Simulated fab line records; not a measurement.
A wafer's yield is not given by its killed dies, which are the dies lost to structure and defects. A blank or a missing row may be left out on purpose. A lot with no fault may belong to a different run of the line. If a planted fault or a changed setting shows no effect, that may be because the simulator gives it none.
fab line records	flow nand-harc
[record] lots = 14	wafers = 42	last-day = 34
route steps=1302 shown P_ZERO_WELL@67 P_STI@109 P_GATE@113 END@1302
lots with no fault: from the same line, run without faults
start-h: hours from the record's first day to the start of the lot's first wafer shown	wait-h: hours since the lot's step before	" as in the row above	L1.1+2: a single row standing in for several wafers	- either no value or no given start	* or withheld: withheld	< > ~ a bound
route shown NAME@n: NAME is a module with steps in the file, n the number in the route of the first one	usual: mean/standard deviation of fault-free wafers	same: alike in all rows	chamber/n: place in a boat	sites: per-site readings	_std_site: the values' standard deviation	_edge_site: inner sites' mean taken away from outer sites' mean	radius-mm: how far each site lies from the wafer's centre	mask NAME#n: copy n	behind: the tool/chamber that last shaped the wafer	hold: the reason the lot was held/the length of the hold in hours/how it ended	device: the transistor (n, p or np) that didn't switch	end of line: at the end of the route, the tests of the same wafers	a step without rows: its recipe alone	killed: dies lost to structure and defects at the first sort, not the wafer's yield	map: per-die view of a wafer (x killed, . not killed, _ where there is no die)
set.NAME: the setting that was run; set.NAME@STEP: the one run at that earlier step	model.NAME: the simulator's own value behind a step, which no gauge read
one table for each step of the route and one row for each wafer, over a sample of lots
services: the hour from which a tool's chamber was out of use, counted from the record's first day as start-h (under 0 if before that day), plus the number of hours and why
[[steps]]
[step NHARC_P_ZERO_WELL_RTA_42]
[recipe] temp-c = 1100	time-s = 300
[usual] lamp-power-pct = 37.3/2	wafer_temp_C_max = 1105.5/1.9
lot.wafer	tool	chamber	start-h	wait-h	lamp-power-pct	wafer_temp_C_max
L108.2	rtp-anneal-02	0	26.79	-	39.1	1107.4
L108.3	"	0	"	"	39.2	1108.9
L108.4	"	0	"	"	39.2	1109.2
L109.1	rtp-anneal-01	0	38.26	-	35.2	1105.0
L109.3	"	0	"	"	35.3	1103.1
L109.4	"	0	"	"	35.2	1103.1
L110.2	rtp-anneal-01	0	47.12	-	35.4	1102.9
L110.3	"	0	"	"	35.3	1104.6
L110.6	"	0	"	"	35.3	1104.4
L114.3	rtp-anneal-02	0	87.43	-	39.3	1109.3
L114.4	"	0	"	"	39.2	1104.8
L114.5	"	0	"	"	39.4	1106.3
L118.3	rtp-anneal-01	0	128.46	-	35.3	1103.4
L118.4	"	0	"	"	35.3	1103.5
L118.6	"	0	"	"	35.3	1104.0
L122.2	rtp-anneal-02	0	167.17	-	39.4	1104.3
L122.3	"	0	"	"	39.2	1106.3
L122.5	"	0	"	"	39.2	1107.0
L124.1	rtp-anneal-01	0	186.97	-	35.2	1102.6
L124.2	"	0	"	"	35.3	1104.6
L124.3	"	0	"	"	35.3	1103.8
L125.2	rtp-anneal-02	0	197.11	-	39.2	1107.5
L125.4	"	0	"	"	39.3	1107.3
L125.5	"	0	"	"	39.3	1109.2
L126.2	rtp-anneal-02	0	207.02	-	39.3	1108.0
L126.4	"	0	"	"	39.3	1106.6
L126.5	"	0	"	"	39.3	1106.4
L127.1	rtp-anneal-02	0	216.71	-	39.3	1107.0
L127.2	"	0	"	"	39.3	1107.4
L127.4	"	0	"	"	39.3	1107.4
L128.1	rtp-anneal-01	0	226.76	-	35.3	1103.0
L128.2	"	0	"	"	35.3	1103.6
L128.4	"	0	"	"	35.4	1103.4
L129.2	rtp-anneal-01	0	237.24	-	35.2	1103.9
L129.4	"	0	"	"	35.3	1102.8
L129.5	"	0	"	"	35.3	1103.0
L130.2	rtp-anneal-01	0	247.08	-	35.3	1103.4
L130.4	"	0	"	"	35.2	1105.8
L130.6	"	0	"	"	35.2	1103.2
L131.2	rtp-anneal-01	0	256.97	-	35.2	1105.5
L131.4	"	0	"	"	35.2	1104.1
L131.6	"	0	"	"	35.3	1104.4
[step NHARC_P_STI_INSPECT_25]
[usual] raw-defect-count = 221/79
lot.wafer	tool	chamber	start-h	wait-h	raw-defect-count
L108.2	defect-inspect-02	-	79.62	0.4	109
L108.3	"	-	"	"	115
L108.4	"	-	"	"	172
L109.1	defect-inspect-02	-	85.14	0.4	181
L109.3	"	-	"	"	303
L109.4	"	-	"	"	331
L110.2	defect-inspect-01	-	92.18	0.4	194
L110.3	"	-	"	"	154
L110.6	"	-	"	"	153
L114.3	defect-inspect-01	-	132.32	0.4	229
L114.4	"	-	"	"	396
L114.5	"	-	"	"	259
L118.3	defect-inspect-01	-	174.45	0.4	140
L118.4	"	-	"	"	120
L118.6	"	-	"	"	212
L122.2	defect-inspect-02	-	216.90	0.4	185
L122.3	"	-	"	"	240
L122.5	"	-	"	"	216
L124.1	defect-inspect-01	-	230.36	0.4	253
L124.2	"	-	"	"	237
L124.3	"	-	"	"	140
L125.2	defect-inspect-01	-	240.34	0.4	138
L125.4	"	-	"	"	223
L125.5	"	-	"	"	128
L126.2	defect-inspect-01	-	254.23	0.4	133
L126.4	"	-	"	"	250
L126.5	"	-	"	"	169
L127.1	defect-inspect-01	-	262.23	0.4	226
L127.2	"	-	"	"	232
L127.4	"	-	"	"	140
L128.1	defect-inspect-01	-	274.75	0.4	292
L128.2	"	-	"	"	313
L128.4	"	-	"	"	262
L129.2	defect-inspect-02	-	274.75	0.4	256
L129.4	"	-	"	"	188
L129.5	"	-	"	"	172
L130.2	defect-inspect-02	-	287.56	0.4	218
L130.4	"	-	"	"	200
L130.6	"	-	"	"	166
L131.2	defect-inspect-01	-	298.23	0.4	181
L131.4	"	-	"	"	205
L131.6	"	-	"	"	203
[step NHARC_P_GATE_OXIDE_02]
[recipe] target-thk-a = 375	temp-c = 950	p-h2o-torr = 720	ox-time-s = 365	material = SiO2
[usual] spike-tc-centre-C = 950.8/1.1	spike-tc-upper-C = 949.9/1.1	zone-power-bottom-pct = 29.6/2.1
lot.wafer	tool	chamber	start-h	wait-h	spike-tc-centre-C	spike-tc-upper-C	zone-power-bottom-pct
L108.2	furnace-03	0	84.64	-	951.0	949.8	33.9
L108.3	"	0	"	"	951.2	951.9	33.7
L108.4	"	0	"	"	949.3	950.7	33.2
L108.2	furnace-03	0	89.21	0.4	950.5	950.3	33.4
L108.3	"	0	"	"	950.7	950.2	33.0
L108.4	"	0	"	"	951.5	950.8	33.2
L109.1	furnace-07	0	88.50	-	949.8	951.0	28.3
L109.3	"	0	"	"	951.5	949.2	27.7
L109.4	"	0	"	"	952.2	949.6	28.0
L109.1	furnace-01	0	94.54	1.8	950.5	948.6	30.7
L109.3	"	0	"	"	949.6	948.8	30.8
L109.4	"	0	"	"	951.2	949.1	30.5
L110.2	furnace-07	0	96.85	-	950.9	950.0	28.1
L110.3	"	0	"	"	950.7	949.3	28.1
L110.6	"	0	"	"	950.2	950.0	27.4
L110.2	furnace-07	0	102.11	1.1	952.3	949.4	27.9
L110.3	"	0	"	"	951.6	950.9	28.0
L110.6	"	0	"	"	949.0	951.1	27.7
L114.3	furnace-07	0	135.68	-	952.7	949.5	27.6
L114.4	"	0	"	"	951.8	948.9	28.0
L114.5	"	0	"	"	950.3	950.5	28.1
L118.3	furnace-03	0	178.17	-	950.7	950.1	33.8
L118.4	"	0	"	"	950.7	948.8	33.3
L118.6	"	0	"	"	953.0	952.5	33.2
L122.2	furnace-07	0	220.26	-	951.5	949.1	27.6
L122.3	"	0	"	"	949.8	952.1	27.5
L122.5	"	0	"	"	951.4	949.6	27.8
L124.1	furnace-01	0	233.86	-	949.9	947.9	30.9
L124.2	"	0	"	"	949.6	948.2	30.7
L124.3	"	0	"	"	949.6	949.3	30.4
L125.2	furnace-01	0	243.89	-	951.0	951.2	30.9
L125.4	"	0	"	"	951.5	947.3	30.8
L125.5	"	0	"	"	949.0	951.5	30.7
L126.2	furnace-07	0	257.59	-	951.9	950.6	28.0
L126.4	"	0	"	"	951.3	949.3	28.3
L126.5	"	0	"	"	950.4	950.3	28.2
L127.1	furnace-01	0	265.72	-	948.7	949.1	30.3
L127.2	"	0	"	"	951.1	950.8	30.7
L127.4	"	0	"	"	950.3	949.0	30.3
L128.1	furnace-07	0	278.12	-	950.8	949.8	27.8
L128.2	"	0	"	"	953.1	947.8	27.6
L128.4	"	0	"	"	952.8	949.4	27.8
L129.2	furnace-07	0	278.12	-	951.5	950.6	28.1
L129.4	"	0	"	"	950.5	949.3	27.6
L129.5	"	0	"	"	949.4	948.5	27.6
L130.2	furnace-07	0	290.92	-	951.4	951.1	27.8
L130.4	"	0	"	"	949.8	950.5	27.5
L130.6	"	0	"	"	951.4	951.1	27.9
L131.2	furnace-01	0	301.73	-	951.8	949.6	30.7
L131.4	"	0	"	"	950.6	950.2	30.9
L131.6	"	0	"	"	952.6	949.0	31.2
[step NHARC_P_GATE_CD_MEAS_59]
[recipe] target-cd-nm = 720	landing-energy-ev = 500
[usual] cd-nm = 719.7/1.4
lot.wafer	tool	chamber	start-h	wait-h	cd-nm
L108.2	cd-sem-01	0	118.52	-	719.1
L108.3	"	0	"	"	721.6
L108.4	"	0	"	"	720.0
L110.2	cd-sem-03	0	141.79	-	720.3
L110.3	"	0	"	"	719.2
L110.6	"	0	"	"	720.6
L109.1	cd-sem-02	0	142.88	-	719.3
L109.3	"	0	"	"	719.8
L109.4	"	0	"	"	718.3
L114.3	cd-sem-02	0	168.82	-	719.3
L114.4	"	0	"	"	719.3
L114.5	"	0	"	"	720.4
L118.3	cd-sem-01	0	215.10	-	720.9
L118.4	"	0	"	"	721.1
L118.6	"	0	"	"	720.8
L122.2	cd-sem-03	0	253.70	-	719.7
L122.3	"	0	"	"	717.2
L122.5	"	0	"	"	718.4
L124.1	cd-sem-03	0	274.03	-	721.1
L124.2	"	0	"	"	718.7
L124.3	"	0	"	"	721.1
L125.2	cd-sem-03	0	277.66	-	721.4
L125.4	"	0	"	"	720.8
L125.5	"	0	"	"	722.1
L126.2	cd-sem-03	0	290.14	-	718.7
L126.4	"	0	"	"	718.2
L126.5	"	0	"	"	719.9
L127.1	cd-sem-02	0	300.45	-	719.9
L127.2	"	0	"	"	718.0
L127.4	"	0	"	"	719.9
L129.2	cd-sem-02	0	311.42	-	721.2
L129.4	"	0	"	"	718.5
L129.5	"	0	"	"	718.4
L128.1	cd-sem-02	0	312.09	-	717.7
L128.2	"	0	"	"	719.1
L128.4	"	0	"	"	720.3
L130.2	cd-sem-02	0	323.43	-	718.2
L130.4	"	0	"	"	719.1
L130.6	"	0	"	"	719.7
L131.2	cd-sem-02	0	337.77	-	718.3
L131.4	"	0	"	"	718.7
L131.6	"	0	"	"	719.0
[step NHARC_END_SORT_01]
[recipe] temp-c = 25
[usual] killed-at-array = 56/21	killed-at-other = 1.2/1.6	killed-at-periphery = 3.7/2.5	killed-dies = 61/21	killed-open = 3.1/1.8	killed-short = 2.8/1.7
[same] gross-dies = 677
lot.wafer	tool	chamber	start-h	wait-h	killed-at-array	killed-at-other	killed-at-periphery	killed-dies	killed-open	killed-short
L109.1	prober-02	0	560.46	2.5	80	5	592	677	5	2
L109.3	prober-02	0	562.05	3.1	77	1	599	677	3	0
L109.4	prober-02	0	562.84	3.4	88	8	581	677	2	2
L110.2	prober-01	0	561.21	2.8	81	2	594	677	1	2
L110.3	prober-01	0	562.02	3.1	81	0	596	677	1	4
L110.6	prober-01	0	564.43	4.0	70	0	607	677	5	6
L108.2	prober-02	0	575.70	2.8	52	2	623	677	2	6
L108.3	prober-02	0	576.50	3.1	39	1	637	677	2	2
L108.4	prober-02	0	577.30	3.4	47	0	630	677	4	2
// killed by level:class
L109.1 P_GATE:area-oxide=590 A_CHANNEL_HOLE_D1:chamber-film-flake=34 A_SLIT:chamber-film-flake=17 A_CHANNEL_HOLE_D2:chamber-film-flake=7 A_CONTACT:chamber-film-flake=6 A_SGD_CUT:chamber-film-flake=5 THIN_TSV:chamber-film-flake=5 A_STAIRCASE:chamber-film-flake=3
L110.2 P_GATE:area-oxide=593 A_CHANNEL_HOLE_D1:chamber-film-flake=35 A_CHANNEL_HOLE_D2:chamber-film-flake=31 A_WL_FILL:chamber-film-flake=5 A_STAIRCASE:chamber-film-flake=4 A_CONTACT:chamber-film-flake=2 THIN_TSV:chamber-film-flake=2 A_CHANNEL_HOLE_D1:geometric-particle:open=1
L110.3 P_GATE:area-oxide=595 A_CHANNEL_HOLE_D1:chamber-film-flake=35 A_CHANNEL_HOLE_D2:chamber-film-flake=33 A_WL_FILL:chamber-film-flake=3 A_CONTACT:chamber-film-flake=3 A_ONON_D1:geometric-particle:open=1 A_CHANNEL_HOLE_D1:geometric-particle:short=1 A_CHANNEL_FILL_D1:geometric-particle:short=1
L109.3 P_GATE:area-oxide=598 A_CHANNEL_HOLE_D1:chamber-film-flake=30 A_SLIT:chamber-film-flake=20 A_CHANNEL_HOLE_D2:chamber-film-flake=8 A_SGD_CUT:chamber-film-flake=6 A_CONTACT:chamber-film-flake=6 A_ZERO_WELL:chamber-film-flake=2 A_ONON_D2:geometric-particle:open=1
L109.4 P_GATE:area-oxide=578 A_CHANNEL_HOLE_D1:chamber-film-flake=32 A_SLIT:chamber-film-flake=25 A_CHANNEL_HOLE_D2:chamber-film-flake=13 THIN_TSV:chamber-film-flake=8 A_SGD_CUT:chamber-film-flake=7 A_WL_FILL:chamber-film-flake=3 P_BONDPAD:chamber-film-flake=2
L110.6 P_GATE:area-oxide=604 A_CHANNEL_HOLE_D2:chamber-film-flake=31 A_CHANNEL_HOLE_D1:chamber-film-flake=20 A_WL_FILL:chamber-film-flake=4 A_CHANNEL_FILL_D1:geometric-particle:short=3 A_CONTACT:chamber-film-flake=3 A_STAIRCASE:chamber-film-flake=2 P_GATE:geometric-particle:open=1
L108.2 P_GATE:area-oxide=622 A_CHANNEL_HOLE_D2:chamber-film-flake=39 A_ONON_D2:geometric-particle:short=2 A_CHANNEL_HOLE_D2:geometric-particle:short=2 A_CHANNEL_HOLE_D1:chamber-film-flake=2 A_CONTACT:chamber-film-flake=2 THIN_TSV:chamber-film-flake=2 P_M0:geometric-particle:open=1
L108.3 P_GATE:area-oxide=635 A_CHANNEL_HOLE_D2:chamber-film-flake=28 P_STI:chamber-film-flake=2 A_STAIRCASE:chamber-film-flake=2 A_ONON_D1:geometric-particle:short=1 A_CHANNEL_FILL_D1:geometric-particle:open=1 A_CHANNEL_HOLE_D2:geometric-particle:open=1 A_M1:geometric-particle:short=1
L108.4 P_GATE:area-oxide=629 A_CHANNEL_HOLE_D2:chamber-film-flake=34 A_CONTACT:chamber-film-flake=6 A_CHANNEL_HOLE_D1:geometric-particle:open=1 A_CHANNEL_FILL_D2:geometric-particle:open=1 A_CHANNEL_FILL_D2:geometric-particle:short=1 A_WL_FILL:geometric-particle:short=1 A_BLC:geometric-particle:open=1
[[services]]
tool	chamber	start-h	hours	kind
rtp-anneal-02	-	12.03	12.0	pm
furnace-07	-	152.76	11.7	repair
furnace-01	-	206.97	26.0	pm
furnace-03	-	296.00	26.0	pm
[[key]]
[first-sign] step = NHARC_P_GATE_OXIDE_02	reading = visit	direction = added
[effect] step = NHARC_END_SORT_01	reading = killed-at-periphery	direction = up	sigmas = 99+	usual = 3.7	struck = 606.6
[more-kills-born-at] NHARC_P_GATE_OXIDE_02@furnace-03 = 1886	NHARC_P_GATE_OXIDE_02@furnace-07 = 1792	NHARC_P_GATE_OXIDE_02@furnace-01 = 1767
met-at NHARC_P_GATE_OXIDE_02
struck-lots L108,L109,L110
later-rows-left-out L108.2,L108.3,L108.4,L109.1,L109.3,L109.4,L110.2,L110.3,L110.6
tester-left-out L108,L109,L110
not-acting-at NHARC_P_ZERO_WELL_RTA_42,NHARC_P_STI_INSPECT_25,NHARC_P_GATE_CD_MEAS_59
[fault] kind = repeated-step-whole	tool = furnace-01,furnace-03,furnace-07	chamber = -	onset-h = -	steps = NHARC_P_GATE_OXIDE_02	times = 1	scope = struck-lots-only
// tester-left-out: of these lots the tester's yield and bins aren't shown, on N5 and GAA mostly nor the transistor test; their killed dies are dies lost to structure and defects alone, not to doping, threshold or leakage, so they don't give the yield
// later-rows-left-out: the simulator's readings of these wafers behind a module that went badly wrong aren't trusted and aren't shown, but for the sort
